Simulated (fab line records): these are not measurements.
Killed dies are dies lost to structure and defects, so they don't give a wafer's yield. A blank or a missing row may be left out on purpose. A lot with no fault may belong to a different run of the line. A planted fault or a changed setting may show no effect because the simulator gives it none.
Comparing a struck lot with a sound one :: flow nand_harc :: 40 steps out of a route of 1302
Sound: the wafers L485.3, L485.4, L485.6. The struck wafers were L494.4, L494.5, L494.6. The cause is given at the end.
Each step with rows lists, per side, the tool, then ch with its chambers, then its first start. Under that, the readings that differ: sound wafers :: struck wafers :: difference of the means :: sigmas: that difference in standard deviations of wafers without a fault.
alike: readings with means less than 2 such deviations apart, plus words and numbers identical on both sides. not compared: withheld readings, readings lacking a value on some wafer, bounds such as >300 that could conceal the same value, and numbers that have no deviation in the record and whose values overlap.
The two part at a step that has a row with sigmas, a row that says differs or no value, or rows on one side only. Non-overlapping numbers with no deviation appear without sigmas and do not part them. Lack of a reading on every wafer of one side parts them only where that side has two or more wafers.

first, 1 step without rows for these wafers: NHARC_P_M0_DEVELOP_08 (develop time 35 s).
NHARC_P_M0_CD_MEAS_09: the cd target is 90 nm.
  sound on cd_sem-02 ch 0, day 6 15:31; struck on cd_sem-01 ch 0, day 10 16:02
  alike: cd_nm
NHARC_P_M0_OVL_MEAS_10: pitch 180 nm.
  sound on overlay-02 at day 6 15:36; struck on overlay-01 at day 10 16:07
  alike: overlay_x_nm, overlay_y_nm
NHARC_P_M0_INSPECT_11:
  sound on defect_inspect-01 at day 6 15:38; struck on defect_inspect-01 at day 10 16:10
  alike: raw_defect_count
NHARC_P_M0_DESCUM_14: chemistry O2, time 3 s.
  sound on rie_diel-05 ch 0,2,3, day 6 15:43; struck on rie_diel-12 ch 0,1,2, day 10 16:14
  alike: drypump_motor_current_A, oes_product_au, rf_vpp_V, showerhead_plenum_p_Torr, throttle_valve_pct
  not compared: rf_hours_counter_h
then, 1 step without rows for these wafers: NHARC_P_M0_ETCH_34 (etches the open film in N2/H2, target depth 40 nm, overetch 12 nm, time 43.94 s).
NHARC_P_M0_ETCH_15: etches the open film in C4F8/Ar, target depth 150 nm, overetch 15 nm, time 82.5 s.
  sound: rie_diel-05 ch 0,2,3; struck: rie_diel-12 ch 0,1
reading: oes_product_au (a.u.)
sound: 0.955 0.964 0.977
struck: 0.925 0.913 0.921
difference: -0.046
sigmas: -2
  alike: rf_vpp_V
  not compared: rf_hours_counter_h
NHARC_P_M0_CD_MEAS_16:
  sound on cd_sem-02 at day 6 16:00; struck on cd_sem-01 at day 10 16:31
  alike: cd_nm
then, 2 steps without rows for these wafers: NHARC_P_M0_STRIP_18 (strips in N2/H2); NHARC_P_M0_STRIP_19 (strips in post etch residue remover, time 600 s).
NHARC_P_M0_DEGAS_28: time 60 s.
  sound on pvd_sputter-02 at day 6 16:37; struck on pvd_sputter-02 at day 10 17:08
  alike: heater_power_w, susceptor_temp_C
then, 1 step without rows for these wafers: NHARC_P_M0_PRE_CLEAN_29 (time 30 s).
NHARC_P_M0_PVD_20: deposits TaN, target thk 5 nm, time 8.06 s.
  sound on pvd_sputter-02 at day 6 16:44; struck on pvd_sputter-02 at day 10 17:17
  alike: chamber_pressure_pa, throttle_valve_pct
then, 2 steps without rows for these wafers: NHARC_P_M0_PVD_21 (deposits Cu, target thk 30 nm, time 20.49 s); NHARC_P_M0_ECD_22 (material Cu, target thk 400 nm).
NHARC_P_M0_ANNEAL_30: time 90 s.
  sound on rtp_anneal-01 ch 0, day 6 17:27; struck on rtp_anneal-02 ch 0, day 10 18:11
  alike: wafer_temp_C_max
then, 1 step without rows for these wafers: NHARC_P_M0_CMP_23 (polishes, t overpolish 20 s, target thk 117.54 nm).
NHARC_P_M0_THK_MEAS_24: measures by xrf.
  sound on film_metro-01 at day 6 18:00; struck on film_metro-02 at day 10 18:50
  alike: thk_nm
then, 13 steps without rows for these wafers: NHARC_P_M0_SRD_25; NHARC_P_M0_PRE_CLEAN_31 (time 12 s); NHARC_P_M0_DEP_32 (deposits SiCN, target thk 30 nm); NHARC_P_M1_DEP_00 (deposits SiOC, target thk 182.5 nm); NHARC_P_M1_DEHYDRATE_01 (time 120 s); NHARC_P_M1_HMDS_02 (time 30 s); NHARC_P_M1_COAT_34 (time 65 s); NHARC_P_M1_COAT_03 (resist thk 90 nm); NHARC_P_M1_SOFTBAKE_04 (time 55 s); NHARC_P_M1_EBR_05; NHARC_P_M1_EXPOSE_06 (exposes mask P M1, target cd 130 nm); NHARC_P_M1_PEB_07 (peb time 65 s); NHARC_P_M1_DEVELOP_08 (develop time 35 s).
NHARC_P_M1_CD_MEAS_09: the cd target is 130 nm.
  sound on cd_sem-02 ch 0, day 6 19:56; struck on cd_sem-01 ch 0, day 10 20:24
  alike: cd_nm
NHARC_P_M1_OVL_MEAS_10: pitch 260 nm.
  sound on overlay-01 at day 6 20:01; struck on overlay-01 at day 10 20:29
reading: overlay_x_nm (nm)
sound: -1.2 -0.9 -1.2
struck: 0.2 1.2 0.6
difference: +1.8
sigmas: +3

reading: overlay_y_nm (nm)
sound: -0.2 -0.3 -0.6
struck: -1.3 -2.1 -2.4
difference: -1.6
sigmas: -2
then, 3 steps without rows for these wafers: NHARC_P_M1_DESCUM_14 (chemistry O2, time 3 s); NHARC_P_M1_ETCH_35 (etches the open film in N2/H2, target depth 40 nm, overetch 12 nm, time 43.94 s); NHARC_P_M1_ETCH_15 (etches the open film in C4F8/Ar, target depth 182.5 nm, time 91.2 s).
NHARC_P_M1_CD_MEAS_16:
  sound on cd_sem-01 at day 6 20:28; struck on cd_sem-01 at day 10 20:55
  alike: cd_nm
then, 1 step without rows for these wafers: NHARC_P_M1_STRIP_18 (strips in N2/H2).
NHARC_P_M1_ETCH_28: etches the open film in CF4/N2, target depth 30 nm, time 72.99 s.
  sound: rie_diel-10 ch 0,1,3; struck: rie_diel-10 ch 0,1,3
  alike: drypump_motor_current_A, oes_product_au, rf_vpp_V, showerhead_plenum_p_Torr, throttle_valve_pct
  not compared: rf_hours_counter_h
-- the record jumps here: 18 days lie between the struck wafers' starts before and after (it left off in module P_M1 and takes up again in module END, whose first step shown is number 1302 of the route) --
NHARC_END_SORT_01:
  the record has rows for the struck wafers here (prober-02 ch 0, day 28 17:17) and none for the sound ones

## WHERE THEY PART
Last at NHARC_END_SORT_01 as far as this record goes, first at NHARC_P_M0_ETCH_15.

WHY: whatever the simulator had introduced
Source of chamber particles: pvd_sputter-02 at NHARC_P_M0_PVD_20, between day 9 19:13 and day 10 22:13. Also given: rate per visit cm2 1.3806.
